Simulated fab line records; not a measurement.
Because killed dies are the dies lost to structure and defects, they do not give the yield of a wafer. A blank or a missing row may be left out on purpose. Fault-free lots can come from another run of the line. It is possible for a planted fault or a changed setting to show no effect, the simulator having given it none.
fab line records | flow nand-harc
record lots=11 wafers=33 last-day=33
route steps=1302 shown A_BLC@1130 A_M0@1152 A_M1@1176
lots untouched by any fault: they come from a run of this same line in which no faults occurred
start-h: hours from the record's first day to the start of the lot's first wafer shown | wait-h: hours since the lot's step before | " unchanged from the row above | L1.1+2: a single row standing in for several wafers | - no value, or no start given | * or withheld: withheld | < > ~ a bound
route shown NAME@n: NAME is a module with steps in the file, n the number in the route of the first one | usual: mean/standard deviation taken from wafers without a fault | same: alike in all rows | chamber/n: place in a boat | sites: per-site readings | _std_site: their standard deviation | _edge_site: mean of outer sites minus mean of inner sites | radius-mm: how far each site lies from the wafer's centre | mask NAME#n: copy n | behind: the last tool/chamber to shape the wafer | hold: why the lot went on hold/how many hours it stayed there/how the hold came to an end | device: the transistor (n, p or np) that didn't switch | end of line: the tests these same wafers got at the end of their route | where a step has no rows: the recipe by itself | killed: dies that structure and defects cost at the first sort, which is not the same as the wafer's yield | map: a wafer's dies, x killed, . not, _ none there
set.NAME: the setting that was run; set.NAME@STEP: the one run at that earlier step | model.NAME: the simulator's own value behind a step, which no gauge read
route steps across a sampled set of lots; one table per step, one row per wafer
services: when a tool's chamber went out of use (start-h, in hours from the record's first day, below 0 if earlier), for how many hours, and the reason
## steps
# step NHARC_A_BLC_PVD_32
# recipe target-thk-a=50 chamber-pressure-pa=5 power-w=5000 substrate-temp-c=200 time-s=17.7 material=Ti
# usual throttle-valve-pct=29.3/0.78
# columns lot.wafer tool chamber start-h wait-h throttle-valve-pct
L833.2 pvd-sputter-01 - - - 28.6
L833.1 " - " " 29.2
L833.5 " - " " 29.5
L832.4 pvd-sputter-01 - - - 27.7
L832.1 " - " " 28.8
L832.6 " - " " 29.0
L837.1 pvd-sputter-01 - - - 29.4
L837.5 " - " " 29.6
L837.6 " - " " 28.5
L839.2 pvd-sputter-03 - - - 29.8
L839.3 " - " " 29.0
L839.6 " - " " 28.8
L844.4 pvd-sputter-03 - - - 29.9
L844.3 " - " " 29.2
L844.6 " - " " 29.7
L847.3 pvd-sputter-03 - - - 29.4
L847.4 " - " " 29.7
L847.1 " - " " 29.0
L848.1 pvd-sputter-02 - - - 31.1
L848.4 " - " " 29.1
L848.3 " - " " 32.5
L851.1 pvd-sputter-02 - - - 31.0
L851.4 " - " " 28.9
L851.6 " - " " 32.1
L850.2 pvd-sputter-01 - - - 29.0
L850.1 " - " " 27.9
L850.5 " - " " 29.0
L852.2 pvd-sputter-01 - - - 28.9
L852.1 " - " " 28.8
L852.5 " - " " 29.5
L855.3 pvd-sputter-03 - - - 28.9
L855.1 " - " " 30.1
L855.6 " - " " 28.8
# step NHARC_A_M0_ETCH_15
# recipe target-depth-a=1500 overetch-a=150 time-s=82.5 c4f8-flow-sccm=withheld ar-flow-sccm=400 rf-w=600 bias-w=300 chemistry=C4F8/Ar
# usual oes-product-au=0.953/0.025 rf-vpp-V=439.8/2.6
# columns lot.wafer tool chamber start-h wait-h oes-product-au rf-hours-counter-h rf-vpp-V
L833.1 rie-diel-12 2 - - 0.947 4.0 439.6
L833.2 " 3 " " 0.959 4.3 439.1
L833.5 " 2 " " 0.946 - 438.9
L832.1 rie-diel-13 3 - - 0.972 0.2 439.5
L832.4 " 2 " " 0.983 - 442.4
L832.6 " 1 " " 0.974 - 441.5
L837.1 rie-diel-12 3 583.68 0.1 0.937 6.3 440.3
L837.5 " 3 " " 0.938 - 438.1
L837.6 " 2 " " 0.934 - 438.7
L839.3 rie-diel-09 1 - - 0.926 5.8 441.7
L839.2 " 2 " " 0.917 6.0 438.0
L839.6 " 0 " " 0.915 - 437.4
L844.3 rie-diel-12 0 - - 0.968 0.8 435.0
L844.4 " 1 " " 0.970 0.8 443.0
L844.6 " 1 " " 0.975 - 443.7
L847.3 rie-diel-13 0 - - 0.906 7.7 443.7
L847.1 " 1 " " 0.940 9.1 443.5
L847.4 " 2 " " 0.946 10.4 443.6
L848.4 rie-diel-12 1 - - 0.974 2.1 444.4
L848.3 " 2 " " 0.959 2.7 439.8
L848.1 " 3 " " 0.948 3.1 437.4
L851.1 rie-diel-13 2 - - 0.993 0.1 444.0
L851.4 " 1 " " 0.979 0.1 442.6
L851.6 " 3 " " 0.962 - 437.9
L850.2 rie-diel-12 0 - - 0.909 3.2 436.5
L850.1 " 1 " " 0.904 3.2 444.0
L850.5 " 0 " " 0.923 - 436.9
L852.2 rie-diel-13 1 - - 0.957 1.8 441.3
L852.1 " 0 " " 0.957 1.8 442.6
L852.5 " 3 " " 1.020 - 437.9
L855.3 rie-diel-09 0 - - 0.965 3.6 438.7
L855.1 " 1 " " 0.972 4.7 443.3
L855.6 " 2 " " 0.970 - 437.2
# step NHARC_A_M0_PVD_20
# recipe target-thk-a=50 bias-v=168.6 power-w=15000 chamber-pressure-pa=0.12 time-s=8.06 substrate-temp-c=50 material=TaN
# usual throttle-valve-pct=29.5/0.97
# columns lot.wafer tool chamber start-h wait-h throttle-valve-pct
L833.2 pvd-sputter-01 - - - 29.1
L833.1 " - " " 27.8
L833.5 " - " " 29.0
L832.4 pvd-sputter-03 - - - 29.0
L832.1 " - " " 29.6
L832.6 " - " " 29.1
L837.1 pvd-sputter-02 - - - 30.7
L837.6 " - " " 30.3
L837.5 " - " " 28.6
L839.2 pvd-sputter-02 - - - 31.0
L839.3 " - " " 30.6
L839.6 " - " " 28.7
L844.4 pvd-sputter-03 - - - 30.0
L844.3 " - " " 29.1
L844.6 " - " " 29.9
L847.3 pvd-sputter-02 - - - 32.3
L847.1 " - " " 29.0
L847.4 " - " " 29.2
L848.4 pvd-sputter-02 - - - 32.0
L848.1 " - " " 30.9
L848.3 " - " " 29.1
L851.1 pvd-sputter-01 - - - 28.9
L851.4 " - " " 29.4
L851.6 " - " " 29.1
L850.1 pvd-sputter-03 - - - 28.7
L850.2 " - " " 30.0
L850.5 " - " " 30.2
L852.1 pvd-sputter-03 - - - 30.3
L852.2 " - " " 28.8
L852.5 " - " " 30.1
L855.3 pvd-sputter-01 - - - 28.9
L855.1 " - " " 29.1
L855.6 " - " " 29.1
# step NHARC_A_M1_EXPOSE_06
# recipe na=1.35 target-cd-nm=120 dose-mj=75.13 mask-id=A_M1
# usual exposure-dose-mJ-cm2=75.13/0.074
# columns lot.wafer tool chamber start-h wait-h mask exposure-dose-mJ-cm2
L833.1 arfi-scanner-03 0 537.06 - A_M1#0 75.05
L833.2 " 0 " " A_M1#0 75.08
L833.5 " 0 " " A_M1#0 74.96
L832.1 arfi-scanner-03 0 539.81 - A_M1#0 75.17
L832.4 " 0 " " A_M1#0 75.09
L832.6 " 0 " " A_M1#0 75.22
L837.1 arfi-scanner-01 0 587.62 - A_M1#0 75.13
L837.5 " 0 " " A_M1#0 75.21
L837.6 " 0 " " A_M1#0 75.19
L839.2 arfi-scanner-03 0 589.59 - A_M1#0 74.98
L839.3 " 0 " " A_M1#0 75.03
L839.6 " 0 " " A_M1#0 75.04
L844.3 arfi-scanner-01 0 646.57 - A_M1#0 75.16
L844.4 " 0 " " A_M1#0 75.21
L844.6 " 0 " " A_M1#0 75.10
L847.1 arfi-scanner-01 0 672.82 - A_M1#0 75.15
L847.3 " 0 " " A_M1#0 75.04
L847.4 " 0 " " A_M1#0 75.06
L848.1 arfi-scanner-01 0 679.15 - A_M1#0 98.68
L848.3 " 0 " " A_M1#0 98.44
L848.4 " 0 " " A_M1#0 98.61
L851.1 arfi-scanner-02 0 712.89 - A_M1#0 75.18
L851.4 " 0 " " A_M1#0 75.14
L851.6 " 0 " " A_M1#0 75.15
L850.1 arfi-scanner-02 0 722.20 - A_M1#0 75.24
L850.2 " 0 " " A_M1#0 75.17
L850.5 " 0 " " A_M1#0 75.08
L852.1 arfi-scanner-01 0 729.70 - A_M1#0 93.89
L852.2 " 0 " " A_M1#0 93.82
L852.5 " 0 " " A_M1#0 93.86
L855.1 arfi-scanner-02 0 741.78 - A_M1#0 74.99
L855.3 " 0 " " A_M1#0 74.96
L855.6 " 0 " " A_M1#0 75.05
# step NHARC_A_M1_CD_MEAS_09
# recipe target-cd-nm=120 landing-energy-ev=500
# usual cd-nm=120.2/0.66
# columns lot.wafer tool chamber start-h wait-h cd-nm
L833.1 cd-sem-02 0 537.20 - 121.0
L833.2 " 0 " " 120.9
L833.5 " 0 " " 119.9
L832.1 cd-sem-01 0 539.95 - 121.2
L832.4 " 0 " " 120.1
L832.6 " 0 " " 119.9
L837.1 cd-sem-03 0 587.76 - 120.6
L837.5 " 0 " " 121.0
L837.6 " 0 " " 121.4
L839.2 cd-sem-01 0 589.73 - 120.5
L839.3 " 0 " " 121.8
L839.6 " 0 " " 121.3
L844.3 cd-sem-03 0 646.71 - 119.3
L844.4 " 0 " " 119.0
L844.6 " 0 " " 119.8
L847.1 cd-sem-02 0 672.97 - 119.5
L847.3 " 0 " " 119.9
L847.4 " 0 " " 119.3
L848.1 cd-sem-02 0 679.29 - 135.6
L848.3 " 0 " " 137.1
L848.4 " 0 " " 137.1
L851.1 cd-sem-02 0 713.03 - 120.2
L851.4 " 0 " " 121.0
L851.6 " 0 " " 120.3
L850.1 cd-sem-01 0 722.34 - 120.2
L850.2 " 0 " " 119.7
L850.5 " 0 " " 121.0
L852.1 cd-sem-03 0 729.84 - 133.7
L852.2 " 0 " " 134.1
L852.5 " 0 " " 133.5
L855.1 cd-sem-03 0 741.92 - 119.6
L855.3 " 0 " " 119.3
L855.6 " 0 " " 120.8
# step NHARC_A_M1_CD_MEAS_16
# usual cd-nm=120.2/0.97
# columns lot.wafer tool chamber start-h wait-h cd-nm
L833.1 cd-sem-03 - 537.69 - 120.1
L833.2 " - " " 120.6
L833.5 " - " " 119.7
L832.1 cd-sem-03 - 540.44 - 120.7
L832.4 " - " " 119.4
L832.6 " - " " 120.3
L837.1 cd-sem-02 - 588.72 - 120.8
L837.5 " - " " 121.0
L837.6 " - " " 121.3
L839.2 cd-sem-01 - 590.22 - 121.8
L839.3 " - " " 120.4
L839.6 " - " " 121.6
L844.3 cd-sem-01 - 647.20 - 120.1
L844.4 " - " " 119.5
L844.6 " - " " 119.2
L847.1 cd-sem-02 - 673.46 - 120.5
L847.3 " - " " 118.9
L847.4 " - " " 119.1
L848.1 cd-sem-01 - 679.78 - 135.9
L848.3 " - " " 137.0
L848.4 " - " " 135.9
L851.1 cd-sem-03 - 713.52 - 119.7
L851.4 " - " " 120.6
L851.6 " - " " 119.5
L850.1 cd-sem-02 - 722.83 - 120.2
L850.2 " - " " 118.7
L850.5 " - " " 120.8
L852.1 cd-sem-01 - 730.33 - 134.5
L852.2 " - " " 133.2
L852.5 " - " " 132.0
L855.1 cd-sem-03 - 742.42 - 119.5
L855.3 " - " " 119.3
L855.6 " - " " 120.9
## services
# columns tool chamber start-h hours kind
pvd-sputter-02 - 507.69 1.9 repair
rie-diel-13 - 519.00 9.0 pm
pvd-sputter-03 - 526.08 10.0 pm
rie-diel-12 0 528.61 10.4 repair
rie-diel-13 0 534.06 16.7 repair
rie-diel-12 1 552.99 45.9 repair
arfi-scanner-01 - 557.43 0.2 repair
rie-diel-12 0 578.25 6.8 repair
pvd-sputter-01 - 582.00 10.0 pm
rie-diel-12 - 587.70 0.2 repair
rie-diel-12 0 592.10 1.7 repair
arfi-scanner-01 - 596.00 4.0 pm
rie-diel-12 2 598.78 8.2 repair
rie-diel-13 - 600.54 0.5 repair
pvd-sputter-02 - 603.37 4.7 repair
rie-diel-12 - 622.47 9.0 pm
pvd-sputter-02 - 638.00 10.0 pm
pvd-sputter-02 - 648.99 3.2 repair
arfi-scanner-01 - 665.47 1.3 repair
rie-diel-12 0 691.65 2.1 repair
pvd-sputter-03 - 704.08 10.0 pm
rie-diel-12 0 710.66 5.4 repair
rie-diel-12 1 726.78 1.8 repair
arfi-scanner-01 - 731.95 3.0 repair
## key
first-sign step=NHARC_A_M1_EXPOSE_06 reading=exposure-dose-mJ-cm2 direction=up sigmas=99+ usual=75.13 struck=96.22
effect step=NHARC_A_M1_CD_MEAS_09 reading=cd-nm direction=up sigmas=23 usual=120.2 struck=135.2 through=control-loop
effect step=NHARC_A_M1_CD_MEAS_16 reading=cd-nm direction=up sigmas=15 usual=120.2 struck=134.8 through=control-loop
met-at NHARC_A_M1_EXPOSE_06
struck-lots L848,L852
loop-trim step=NHARC_A_M1_EXPOSE_06 setting=dose lots=L852
not-acting-at NHARC_A_BLC_PVD_32,NHARC_A_M0_ETCH_15,NHARC_A_M0_PVD_20
onset-between 672.82 679.15
fault kind=process-parameter-drift tool=arfi-scanner-01 chamber=- onset-h=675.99 steps=NHARC_A_M1_EXPOSE_06 channel=dose-mj offset=23.398 shape=step acts-in=these-recipes-only stated=75.13
# loop-trim: a control loop set the setting to another value than it would have without faults
